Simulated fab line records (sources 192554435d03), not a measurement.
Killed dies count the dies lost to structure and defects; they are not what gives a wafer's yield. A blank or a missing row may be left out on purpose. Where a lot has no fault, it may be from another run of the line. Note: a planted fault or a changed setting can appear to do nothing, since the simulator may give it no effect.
fab line records | flow n5Finfet
record: lots: 6 wafers: 18 lastDay: 19
route steps=1938 shown BEOL_M0_CUTY@703 BEOL_M0@715 BEOL_M4@1111 PASSIVATION@1936
lots that met no fault: taken from a fault-free run of the same line
startH: start of the lot's first displayed wafer, in hours after the record's first day | waitH: hours since the lot's step before | " as in the row above | L1.1+2: one row covering several wafers at once | - no value, or no start was given | * or withheld: withheld | < > ~ a bound
route shown NAME@n: a module of which the file shows steps, and the number in the route of the first | usual: mean and standard deviation over wafers with no fault | same: alike in all rows | chamber/n: place in a boat | sites: readings site by site | _std_site: how widely they spread, as a standard deviation | _edge_site: the outer-site mean with the inner-site mean subtracted | radiusMm: for every site, how far away it sits from the centre of the wafer | mask NAME#n: copy n | behind: the last tool/chamber to shape the wafer | hold: why the lot went on hold/how many hours it stayed there/how the hold came to an end | device: the transistor (n, p or np) that didn't switch | end of line: the same wafers' tests at the end of the route | for a step that has no rows: nothing shown but its recipe | killed: dies that structure and defects cost at the first sort, which is not the same as the wafer's yield | map: per-die view of a wafer (x killed, . not killed, _ where there is no die)
set.NAME: the run value of the setting; set.NAME@STEP: its run value at that earlier step | model.NAME: the simulator's own value behind a step, which no gauge read
lots at selected steps of the route; one table per step, one row per wafer
services: the hour from which a tool's chamber was out of use, counted from the record's first day as startH (under 0 if before that day), plus the number of hours and why
== steps ==
step: N5_BEOL_M0_CUTY_EBR_52
recipe: solvent: PGMEA ebrWidthMm: 1.5
step: N5_BEOL_M0_CUTY_SOFTBAKE_53
recipe: tempC: 110 timeS: 60 resist: CAR-ArF-block
step: N5_BEOL_M0_CUTY_EXPOSE_54
recipe: maskId: M0_ABLK na: 1.35 sourceShape: conventional sigmaOuter: 0.8 polarization: unpolarized doseMj: 36
step: N5_BEOL_M0_CUTY_PEB_55
recipe: pebTempC: 110 pebTimeS: 60 resist: CAR-ArF-block
step: N5_BEOL_M0_CUTY_DEVELOP_56
recipe: developTimeS: 30 developer: TMAH resist: CAR-ArF-block rinseLiquid: diw dry: airSpin devTempC: 23
step: N5_BEOL_M0_CUTY_CD_MEAS_57
recipe: targetCdNm: 200 landingEnergyEv: 500 detector: seInlens polarity: line
usual: cdNm: 199.7/1
columns lot.wafer tool chamber startH waitH cdNm
L273.1 cdSem-03 0 118.95 - 199.9
L273.3 " 0 " " 198.5
L273.4 " 0 " " 197.9
L274.1 cdSem-02 0 120.89 - 197.0
L274.3 " 0 " " 199.0
L274.6 " 0 " " 199.5
L282.1 cdSem-01 0 167.99 - 199.2
L282.5 " 0 " " 201.0
L282.6 " 0 " " 200.7
L284.1 cdSem-01 0 183.80 - 199.8
L284.2 " 0 " " 198.8
L284.3 " 0 " " 199.1
L293.3 cdSem-01 0 237.68 - 201.4
L293.4 " 0 " " 201.8
L293.6 " 0 " " 199.7
L295.1 cdSem-02 0 245.59 - 198.2
L295.4 " 0 " " 199.4
L295.5 " 0 " " 199.0
step: N5_BEOL_M0_CUTY_OVL_MEAS_58
recipe: pointsPerWafer: 44
usual: M0_ABLK_OVL: 0.2/0.8
columns lot.wafer tool chamber startH waitH M0_ABLK_OVL[nm]
L273.1 overlay-02 0 118.98 0.0 -0.5
L273.3 " 0 " " 0.0
L273.4 " 0 " " -0.1
L274.1 overlay-01 0 120.92 0.0 -1.4
L274.3 " 0 " " -1.2
L274.6 " 0 " " -0.7
L282.1 overlay-02 0 168.02 0.0 1.0
L282.5 " 0 " " 1.8
L282.6 " 0 " " 0.4
L284.1 overlay-01 0 183.83 0.0 -0.3
L284.2 " 0 " " 0.2
L284.3 " 0 " " -0.3
L293.3 overlay-01 0 237.71 0.0 1.4
L293.4 " 0 " " 0.6
L293.6 " 0 " " -0.4
L295.1 overlay-02 0 245.62 0.0 1.2
L295.4 " 0 " " 0.4
L295.5 " 0 " " 1.5
step: N5_BEOL_M0_CUTY_INSPECT_59
recipe: mode: adi inspectInstrument: macro
usual: rawDefectCount: 1.8/1.2
columns lot.wafer tool chamber startH waitH rawDefectCount
L273.1 defectInspect-02 - 119.01 0.0 2
L273.3 " - " " 3
L273.4 " - " " 2
L274.1 defectInspect-01 - 120.94 0.0 1
L274.3 " - " " 3
L274.6 " - " " 2
L282.1 defectInspect-02 - 168.05 0.0 4
L282.5 " - " " 1
L282.6 " - " " 4
L284.1 defectInspect-02 - 183.86 0.0 1
L284.2 " - " " 2
L284.3 " - " " 1
L293.3 defectInspect-01 - 237.73 0.0 1
L293.4 " - " " 2
L293.6 " - " " 3
L295.1 defectInspect-02 - 245.65 0.0 1
L295.4 " - " " 1
L295.5 " - " " 2
step: N5_BEOL_M0_CUTY_DESCUM_61
recipe: chemistry: O2 timeS: 7.9 sourcePowerW: 50 biasPowerW: 20 pressureMtorr: 20 rfFrequencyHz: 2.712e+07 tempC: 40 resist: CAR-ArF-block o2FlowSccm: 225
usual: drypumpMotorCurrentA: 5.8/0.44 oesProductAu: 0.74/0.056 rfVppV: 243.2/1.6 showerheadPlenumPTorr: 2.10/0.089 tempC: 39.99/0.12 throttleValvePct: 20.50/0.24
columns lot.wafer tool chamber startH waitH drypumpMotorCurrentA oesProductAu rfHoursCounterH rfVppV showerheadPlenumPTorr tempC throttleValvePct
L273.1 rieDiel-04 3 119.04 0.0 5.7 0.71 191 246.0 2.17 39.95 20.78
L273.3 " 1 " " 5.3 0.73 194 245.0 2.19 40.04 20.89
L273.4 " 2 " " 6.1 0.76 169 242.1 1.99 40.01 20.28
L274.1 rieDiel-05 3 121.16 0.2 6.1 0.76 144 242.4 2.08 40.12 20.42
L274.3 " 2 " " 5.5 0.75 176 246.6 2.20 40.05 20.42
L274.6 " 1 " " 6.5 0.68 - 241.3 1.97 39.62 20.52
L282.1 rieDiel-04 0 168.27 0.2 5.6 0.81 80 241.2 2.03 39.92 20.08
L282.5 " 0 " " 5.6 0.81 - 242.1 2.03 39.98 20.08
L282.6 " 3 " " 5.7 0.70 - 243.9 2.17 40.06 20.81
L284.1 rieDiel-04 0 183.89 0.0 5.6 0.80 85 242.0 2.03 40.01 20.08
L284.2 " 1 " " 5.3 0.71 212 244.3 2.18 40.06 20.94
L284.3 " 3 " " 5.7 0.70 215 244.1 2.16 40.05 20.82
L293.3 rieDiel-05 0 238.11 0.4 5.6 0.68 227 243.0 2.07 40.01 20.92
L293.4 " 0 " " 5.6 0.68 - 243.6 2.08 40.03 20.94
L293.6 " 3 " " 6.1 0.73 - 243.6 2.07 40.01 20.49
L295.1 rieDiel-02 1 245.68 0.0 5.8 0.70 223 243.0 2.16 39.99 20.68
L295.4 " 0 " " 5.8 0.95 6 246.4 2.24 40.02 20.10
L295.5 " 1 " " 5.8 0.70 - 242.8 2.16 40.17 20.68
step: N5_BEOL_M0_CUTY_ETCH_62
recipe: chemistry: CF4 target: SiARC maskMaterial: CAR-ArF-block timeS: 58.5 ionEnergyEv: 80 pressureMtorr: 40 sourceW: 545 biasW: 36 Ar_flow_sccm: 100 cf4FlowSccm: 100 ends: cleared
usual: biasW: 36.01/0.11 cf4FlowSccm: 100.01/0.28 drypumpMotorCurrentA: 5.8/0.44 etchRfOnTimeS: 59.4/1.9 oesProductAu: 0.63/0.052 rfVppV: 184.1/1.2 showerheadPlenumPTorr: 2.15/0.078 throttleValvePct: 15.69/0.24
columns lot.wafer tool chamber startH waitH biasW cf4FlowSccm drypumpMotorCurrentA etchRfOnTimeS oesProductAu rfHoursCounterH rfVppV showerheadPlenumPTorr throttleValvePct
L273.1 rieDiel-04 3 119.08 0.0 35.86 100.05 5.7 59.6 0.60 191 184.9 2.21 15.99
L273.3 " 1 " " 35.98 99.82 5.3 61.5 0.61 194 185.1 2.23 16.03
L273.4 " 2 " " 36.20 100.41 6.0 58.2 0.64 169 184.0 2.05 15.45
L274.1 rieDiel-05 3 121.20 0.0 36.14 100.68 6.1 59.1 0.65 144 185.4 2.15 15.70
L274.3 " 2 " " 35.95 99.81 5.5 59.1 0.64 176 184.9 2.21 15.45
L274.6 " 1 " " 36.20 100.09 6.5 63.0 0.58 - 182.7 2.04 15.83
L282.1 rieDiel-04 0 168.31 0.0 35.95 100.19 5.6 59.1 0.68 80 183.1 2.09 15.32
L282.5 " 0 " " 36.04 100.14 5.6 58.7 0.68 - 182.8 2.09 15.32
L282.6 " 3 " " 35.97 99.94 5.8 58.6 0.59 - 185.1 2.20 16.01
L284.1 rieDiel-04 0 183.93 0.0 35.93 100.01 5.6 58.9 0.68 85 182.0 2.09 15.33
L284.2 " 1 " " 36.19 100.08 5.3 61.2 0.60 212 184.8 2.22 16.08
L284.3 " 3 " " 35.94 99.71 5.7 58.6 0.60 215 184.9 2.20 16.04
L293.3 rieDiel-05 0 238.14 0.0 35.99 100.38 5.6 62.2 0.57 227 182.7 2.11 16.04
L293.4 " 0 " " 35.98 100.49 5.6 62.1 0.58 - 183.5 2.11 16.05
L293.6 " 3 " " 35.99 100.28 6.1 59.1 0.63 - 183.3 2.13 15.78
L295.1 rieDiel-02 1 245.72 0.0 36.17 100.11 5.8 61.7 0.58 223 186.0 2.19 15.84
L295.4 " 0 " " 36.08 99.95 5.8 58.8 0.80 6 185.9 2.28 15.18
L295.5 " 1 " " 35.99 100.69 5.8 61.2 0.59 - 185.2 2.19 15.83
step: N5_BEOL_M0_CUTY_ETCH_63
recipe: chemistry: N2/H2 target: SOC targetDepthA: 827 overetchA: 165 maskMaterial: SiARC tempC: 40 ionEnergyEv: 200 timeS: 124 pressureMtorr: 30 sourceW: 840 biasW: 150 n2FlowSccm: 200 h2FlowSccm: 200
usual: biasW: 150.0/0.4 drypumpMotorCurrentA: 5.8/0.44 oesProductAu: 0.61/0.043 rfVppV: 524.0/2.9 showerheadPlenumPTorr: 2.55/0.1 tempC: 39.99/0.11 throttleValvePct: 17.91/0.26
columns lot.wafer tool chamber startH waitH biasW drypumpMotorCurrentA oesProductAu rfHoursCounterH rfVppV showerheadPlenumPTorr tempC throttleValvePct
L273.1 rieDiel-04 3 119.12 0.0 150.2 5.7 0.59 191 525.1 2.65 40.03 18.25
L273.3 " 1 " " 150.0 5.3 0.60 194 527.1 2.64 39.98 18.15
L273.4 " 2 " " 149.8 6.1 0.62 169 522.2 2.44 39.89 17.85
L274.1 rieDiel-05 3 121.24 0.0 149.7 6.1 0.63 144 525.2 2.54 40.05 17.80
L274.3 " 2 " " 150.1 5.5 0.61 176 526.1 2.65 40.23 17.79
L274.6 " 1 " " 150.0 6.5 0.57 - 519.1 2.40 40.23 18.00
L282.1 rieDiel-04 0 168.35 0.0 150.2 5.6 0.66 80 521.0 2.45 39.94 17.30
L282.5 " 0 " " 150.6 5.6 0.66 - 520.0 2.45 39.84 17.31
L282.6 " 3 " " 149.3 5.8 0.58 - 525.3 2.64 39.98 18.28
L284.1 rieDiel-04 0 183.97 0.0 150.1 5.6 0.66 85 520.2 2.44 40.07 17.30
L284.2 " 1 " " 150.6 5.3 0.60 212 524.2 2.63 40.02 18.19
L284.3 " 3 " " 149.8 5.8 0.57 215 525.3 2.64 39.91 18.26
L293.3 rieDiel-05 0 238.19 0.0 150.4 5.6 0.57 227 524.5 2.53 40.10 18.31
L293.4 " 0 " " 149.3 5.6 0.57 - 523.2 2.53 40.12 18.29
L293.6 " 3 " " 150.1 6.1 0.61 - 523.6 2.52 39.96 17.86
L295.1 rieDiel-02 1 245.76 0.0 149.8 5.8 0.58 223 525.2 2.63 40.13 18.10
L295.4 " 0 " " 149.9 5.8 0.78 6 529.5 2.70 40.14 17.37
L295.5 " 1 " " 149.8 5.8 0.58 - 526.4 2.63 40.13 18.10
step: N5_BEOL_M0_CUTY_STRIP_64
recipe: chemistry: N2/H2 tempC: 40 n2FlowSccm: 200 h2FlowSccm: 200 rfFrequencyHz: 6e+07
step: N5_BEOL_M0_ETCH_138
recipe: chemistry: CH3F/O2 targetDepthA: 120 target: SiCN timeS: 31.6 ionEnergyEv: 120 pressureMtorr: 30 sourceW: 395 biasW: 75 Ar_flow_sccm: 150 CH3F_flow_sccm: 30 O2_flow_sccm: 20 ends: cleared
usual: CH3F_flow_sccm: 30.00/0.092 biasW: 74.96/0.2 drypumpMotorCurrentA: 5.8/0.44 etchRfOnTimeS: 29.6/1 oesProductAu: 0.63/0.051 rfVppV: 297.4/1.7 showerheadPlenumPTorr: 2.00/0.077 throttleValvePct: 16.39/0.25
columns lot.wafer tool chamber startH waitH CH3F_flow_sccm biasW drypumpMotorCurrentA etchRfOnTimeS oesProductAu rfHoursCounterH rfVppV showerheadPlenumPTorr throttleValvePct
L273.1 rieDiel-04 3 119.25 0.0 29.97 75.06 5.8 28.6 0.61 191 298.8 2.07 16.68
L273.3 " 1 " " 29.90 75.04 5.3 28.8 0.61 194 300.4 2.08 16.73
L273.4 " 2 " " 30.15 74.54 6.0 27.8 0.65 169 296.8 1.92 16.20
L274.1 rieDiel-05 3 121.37 0.0 29.99 74.96 6.1 28.9 0.66 144 297.3 2.00 16.39
L274.3 " 2 " " 30.09 75.44 5.5 29.4 0.64 176 297.8 2.06 16.11
L274.6 " 1 " " 30.01 74.91 6.5 31.2 0.58 - 294.6 1.90 16.56
L282.1 rieDiel-04 0 168.48 0.0 30.09 82.07 5.6 26.9 0.70 80 313.6 1.94 15.94
L282.5 " 0 " " 30.00 82.30 5.6 28.6 0.70 - 313.4 1.93 15.93
L282.6 " 3 " " 29.89 82.00 5.7 28.6 0.61 - 316.1 2.07 16.72
L284.1 rieDiel-04 0 184.10 0.0 29.92 82.00 5.6 29.2 0.69 85 313.6 1.93 15.96
L284.2 " 1 " " 29.82 81.97 5.3 30.5 0.61 212 315.2 2.08 16.78
L284.3 " 3 " " 30.00 82.23 5.7 28.7 0.60 215 314.9 2.06 16.74
L293.3 rieDiel-05 0 238.31 0.0 29.92 74.54 5.6 30.2 0.58 227 296.5 1.97 16.76
L293.4 " 0 " " 29.88 74.98 5.6 30.6 0.58 - 296.9 1.97 16.78
L293.6 " 3 " " 30.14 74.76 6.1 29.7 0.63 - 296.1 1.99 16.47
L295.1 rieDiel-02 1 245.89 0.0 29.94 74.68 5.8 29.8 0.59 223 298.3 2.05 16.53
L295.4 " 0 " " 29.90 74.76 5.7 30.4 0.82 6 300.4 2.14 15.91
L295.5 " 1 " " 29.98 74.79 5.8 30.9 0.59 - 298.1 2.05 16.53
step: N5_BEOL_M0_HM_OPEN_105
recipe: chemistry: Cl2/BCl3 targetDepthA: 120 target: TiN ionEnergyEv: 150 pressureMtorr: 10 icpW: 1000 biasW: 126 Cl2_flow_sccm: 53.25 bcl3FlowSccm: 21.75 Ar_flow_sccm: 25
usual: drypumpMotorCurrentA: 5.5/0.44 oesProductAu: 0.72/0.068 throttleValvePct: 22.09/0.23
columns lot.wafer tool chamber startH waitH drypumpMotorCurrentA oesProductAu rfHoursCounterH throttleValvePct
L273.1 rieMetal-02 0 121.47 2.2 5.1 0.66 98 22.33
L273.3 " 1 " " 6.2 0.84 - 22.07
L273.4 " 0 " " 5.1 0.65 - 22.34
L274.1 rieMetal-03 0 121.55 0.1 5.2 0.71 77 22.32
L274.3 " 1 " " 5.1 0.71 - 21.81
L274.6 " 0 " " 5.2 0.71 - 22.31
L282.1 rieMetal-01 1 168.60 0.1 5.5 0.80 37 22.18
L282.5 " 0 " " 6.1 0.66 - 21.75
L282.6 " 1 " " 5.4 0.80 - 22.18
L284.1 rieMetal-02 0 184.32 0.2 5.1 0.64 102 22.34
L284.2 " 1 " " 6.2 0.82 21 22.07
L284.3 " 1 " " 6.2 0.82 - 22.07
L293.3 rieMetal-03 1 238.63 0.3 5.1 0.69 - 21.84
L293.4 " 0 " " 5.3 0.69 - 22.33
L293.6 " 0 " " 5.2 0.69 - 22.34
L295.1 rieMetal-01 0 246.17 0.2 6.1 0.66 97 21.75
L295.4 " 1 " " 5.5 0.79 - 22.20
L295.5 " 1 " " 5.4 0.78 - 22.21
step: N5_BEOL_M4_RC_MEAS_101
usual: DIBL_N: 36.6/1.9 DIBL_P: 36.7/2.2 IOFF_N: 0.16/0.035 IOFF_P: 0.22/0.038 ION_N: 672/14 ION_P: 462/8.3 SS_N: 71.6/0.65 SS_P: 73.5/0.72 VT_N: 250/3.5 VT_P: -250/3.1
columns lot.wafer tool chamber startH waitH DIBL_N[mV/V] DIBL_P[mV/V] IOFF_N[nA/um] IOFF_P[nA/um] ION_N[uA/um] ION_P[uA/um] SS_N[mV/dec] SS_P[mV/dec] VT_N[mV] VT_P[mV]
L274.1 prober-02 0 202.49 0.0 36.8 35.4 0.15 0.20 691 476 71.5 72.8 247 -249
L274.3 " 0 " " 38.0 38.1 0.18 0.23 691 477 71.9 72.8 248 -249
L274.6 " 0 " " 37.3 35.9 0.16 0.21 689 472 71.9 72.7 248 -254
L273.1 prober-01 0 203.02 0.0 35.1 34.5 0.13 0.21 656 468 70.6 73.1 254 -248
L273.3 " 0 " " 36.3 36.1 0.15 0.23 659 457 70.9 73.7 251 -249
L273.4 " 0 " " 35.1 35.1 0.13 0.21 661 465 71.3 73.3 254 -249
L282.1 prober-02 0 249.12 0.0 35.6 36.2 0.14 0.20 654 455 71.2 72.7 252 -253
L282.5 " 0 " " 36.5 36.0 0.14 0.19 669 463 71.6 72.9 252 -251
L282.6 " 0 " " 35.6 35.9 0.13 0.19 660 450 71.8 73.9 254 -251
L284.1 prober-01 0 254.48 0.0 36.8 38.6 0.19 0.23 663 457 72.4 73.6 249 -250
L284.2 " 0 " " 35.0 37.0 0.15 0.21 673 464 71.7 73.5 252 -251
L284.3 " 0 " " 35.1 37.3 0.15 0.22 659 455 71.3 73.4 253 -251
L293.3 prober-01 0 319.41 0.3 37.1 38.1 0.17 0.23 690 473 71.7 74.3 249 -248
L293.4 " 0 " " 38.6 38.7 0.18 0.24 666 459 72.2 74.4 252 -248
L293.6 " 0 " " 37.3 36.9 0.15 0.21 660 452 71.0 74.1 254 -250
L295.1 prober-02 0 319.66 0.0 36.6 36.0 0.16 0.23 682 472 71.7 72.4 248 -246
L295.4 " 0 " " 36.7 35.6 0.17 0.23 688 464 71.3 73.1 247 -248
L295.5 " 0 " " 37.7 38.1 0.19 0.28 692 478 71.9 73.1 246 -244
step: N5_PASSIVATION_PROBE_49
usual: defectLimitedYield: 91.6/1.4 killed_at_M0_to_M3: 35/10 killed_at_M4_up: 13/4.8 killedAtContacts: 12/7.2 killedAtFrontEnd: 36/12 killedAtOther: 4/3.1 killedDies: 100/17 killedOnRim: 13/4.2 killedOpen: 66/13 killedShort: 32/7.3 sort_bin_5_function: 5.0/0.94 sort_bin_6_memory: 3.1/0.67 sortNPass: 1080/17 sortYieldPct: 91.6/1.4
same: grossDies: 1180 killedAtBackSide: 0 sort_bin_4_leakage[%]: 0 sort_bin_8_speed[%]: 0
columns lot.wafer tool chamber startH waitH defectLimitedYield[%] killed_at_M0_to_M3 killed_at_M4_up killedAtContacts killedAtFrontEnd killedAtOther killedDies killedOnRim killedOpen killedShort sort_bin_5_function[%] sort_bin_6_memory[%] sortNPass sortYieldPct[%]
L274.1 prober-02 - 311.73 0.0 90.1 47 24 16 29 1 117 11 72 45 6.5 3.1 1063 90.1
L274.3 prober-02 - 311.83 0.1 90.3 51 12 21 27 3 114 10 77 33 5.6 3.4 1066 90.3
L274.6 prober-02 - 311.98 0.3 90.3 58 18 13 25 0 114 16 66 41 5.8 3.4 1066 90.3
L273.1 prober-01 - 317.19 0.0 90.3 35 12 15 50 3 115 17 76 39 5.3 4.1 1065 90.3
L273.3 prober-01 - 317.29 0.1 90.8 48 12 23 25 0 108 12 71 37 5.8 3.1 1072 90.8
L273.4 prober-01 - 317.34 0.2 92.5 32 8 13 33 2 88 9 56 32 4.9 2.0 1092 92.5
L284.1 prober-02 - 376.75 0.0 91.9 40 9 12 29 5 95 18 62 33 4.8 3.1 1085 91.9
L284.3 prober-02 - 376.85 0.1 91.4 26 17 5 44 10 102 11 54 47 5.0 3.1 1078 91.4
L293.3 prober-02 - 438.64 0.1 95.1 22 8 3 20 5 58 2 35 22 2.4 2.2 1122 95.1
L293.4 prober-02 - 438.69 0.2 91.4 43 20 12 25 2 102 14 73 29 5.2 3.4 1078 91.4
L293.6 prober-02 - 438.79 0.3 94.3 24 9 13 19 2 67 7 42 25 2.7 2.9 1113 94.3
killed by level:class
L274.1 BEOL_M0_SAQP:geometricParticle:short=14 BEOL_M4:geometricParticle:open=14 MOL_CONTACT_COAG:geometricParticle:open=13 BEOL_M0_SAQP:geometricParticle:open=13 FIN_SAQP:geometricParticle:open=8 FIN_SAQP:geometricParticle:short=6 BEOL_M3:geometricParticle:open=6 BEOL_M1:geometricParticle:short=5
L274.3 BEOL_M0_SAQP:geometricParticle:open=15 MOL_CONTACT_COAG:geometricParticle:open=14 BEOL_M3:geometricParticle:open=12 BEOL_M0_SAQP:geometricParticle:short=11 MOL_CONTACT_COAG:geometricParticle:short=7 BEOL_M1:geometricParticle:open=6 GATE_CUT:geometricParticle:short=5 BEOL_M2:geometricParticle:open=5
L274.6 BEOL_M0_SAQP:geometricParticle:short=17 BEOL_M2:geometricParticle:open=13 BEOL_M0_SAQP:geometricParticle:open=13 MOL_CONTACT_COAG:geometricParticle:open=10 BEOL_M3:geometricParticle:open=5 BEOL_M4:geometricParticle:open=5 BEOL_M8:geometricParticle:open=5 STARTING-WAFER:geometricParticle:short=5
L273.1 MOL_CONTACT_COAG:geometricParticle:open=14 FIN_SAQP:geometricParticle:short=11 FIN_SAQP:geometricParticle:open=9 BEOL_M1:geometricParticle:open=9 GATE_CUT:geometricParticle:short=8 BEOL_M0_SAQP:geometricParticle:open=8 BEOL_M4:geometricParticle:open=8 DUMMY_GATE:geometricParticle:open=5
L273.3 MOL_CONTACT_COAG:geometricParticle:open=20 BEOL_M1:geometricParticle:open=15 BEOL_M2:geometricParticle:open=9 BEOL_M0_SAQP:geometricParticle:open=7 FIN_SAQP:geometricParticle:short=5 BEOL_M0_SAQP:geometricParticle:short=5 DUMMY_GATE:geometricParticle:open=4 BEOL_M5:geometricParticle:short=4
L273.4 MOL_CONTACT_COAG:geometricParticle:open=12 BEOL_M0_SAQP:geometricParticle:open=11 FIN_SAQP:geometricParticle:short=8 FIN_SAQP:geometricParticle:open=8 BEOL_M0_SAQP:geometricParticle:short=6 BEOL_M1:geometricParticle:open=6 STI_FIN_REVEAL:geometricParticle:open=4 BEOL_M2:geometricParticle:open=4
L284.1 MOL_CONTACT_COAG:geometricParticle:open=9 BEOL_M0_SAQP:geometricParticle:open=8 BEOL_M3:geometricParticle:open=8 BEOL_M0_SAQP:geometricParticle:short=8 BEOL_M0:geometricParticle:open=7 FIN_SAQP:geometricParticle:open=5 STARTING-WAFER:geometricParticle:short=5 FIN_SAQP:geometricParticle:short=4
L284.3 BEOL_M0_SAQP:geometricParticle:short=13 STI_FIN_REVEAL:geometricParticle:open=10 BEOL_M0_SAQP:geometricParticle:open=6 BEOL_M4:geometricParticle:open=6 GATE_CUT:geometricParticle:short=5 ILD0:geometricParticle:short=4 BEOL_M4:geometricParticle:short=4 FIN_SAQP:geometricParticle:short=3
L293.3 BEOL_M2:geometricParticle:open=13 FIN_SAQP:geometricParticle:short=6 STI_FIN_REVEAL:geometricParticle:open=3 GATE_CUT:geometricParticle:short=3 MOL_CONTACT_COAG:geometricParticle:open=3 BEOL_M0_SAQP:geometricParticle:short=3 PASS1_DEP:geometricParticle:short=3 FIN_SAQP:geometricParticle:open=2
L293.4 MOL_CONTACT_COAG:geometricParticle:open=11 BEOL_M1:geometricParticle:open=10 FIN_SAQP:geometricParticle:short=8 FIN_SAQP:geometricParticle:open=7 BEOL_M2:geometricParticle:open=7 BEOL_M0_SAQP:geometricParticle:short=6 BEOL_M0_SAQP:geometricParticle:open=6 BEOL_M4:geometricParticle:open=6
L293.6 BEOL_M0_SAQP:geometricParticle:open=8 MOL_CONTACT_COAG:geometricParticle:open=7 BEOL_M0_SAQP:geometricParticle:short=7 STI_FIN_REVEAL:geometricParticle:open=6 MOL_CONTACT_COAG:geometricParticle:short=6 FIN_SAQP:geometricParticle:short=5 BEOL_M5:geometricParticle:open=5 BEOL_M2:geometricParticle:open=3
== services ==
columns tool chamber startH hours kind
rieDiel-05 - 117.75 0.6 repair
rieDiel-05 - 126.84 0.3 repair
rieDiel-04 0 146.11 2.5 repair
rieMetal-02 - 175.96 1.2 repair
rieMetal-01 - 188.71 2.8 pm
rieDiel-02 0 205.33 - clean
rieDiel-02 0 205.33 - consumableReplace:focusRing
rieDiel-02 0 205.33 - consumableReplace:showerhead
rieDiel-02 0 205.33 23.1 scheduledDown
rieDiel-02 0 205.33 23.1 ventCycle
rieMetal-02 - 206.38 0.5 repair
rieMetal-02 1 218.44 21.5 repair
rieDiel-05 1 232.24 - clean
rieDiel-05 1 232.24 - consumableReplace:focusRing
rieDiel-05 1 232.24 - consumableReplace:showerhead
rieDiel-05 1 232.24 23.2 scheduledDown
rieDiel-05 1 232.24 23.2 ventCycle
rieDiel-02 1 236.01 1.8 repair
rieDiel-04 - 241.54 0.5 repair
== key ==
firstSign: step: N5_BEOL_M0_ETCH_138 reading: biasW direction: up sigmas: 36 usual: * struck: *
effect: step: N5_BEOL_M0_ETCH_138 reading: rfVppV direction: up sigmas: 9.9 usual: 297.4 struck: 314.5
metAt N5_BEOL_M0_ETCH_138
struckWafers L282.1,L282.5,L282.6,L284.1,L284.2,L284.3
onsetBetween 119.25 168.48
fault: kind: processParameterDrift tool: rieDiel-04 chamber: - onsetH: 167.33 steps: N5_BEOL_M0_ETCH_138 channel: biasW offset: * shape: step endH: 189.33 actsIn: * stated: *
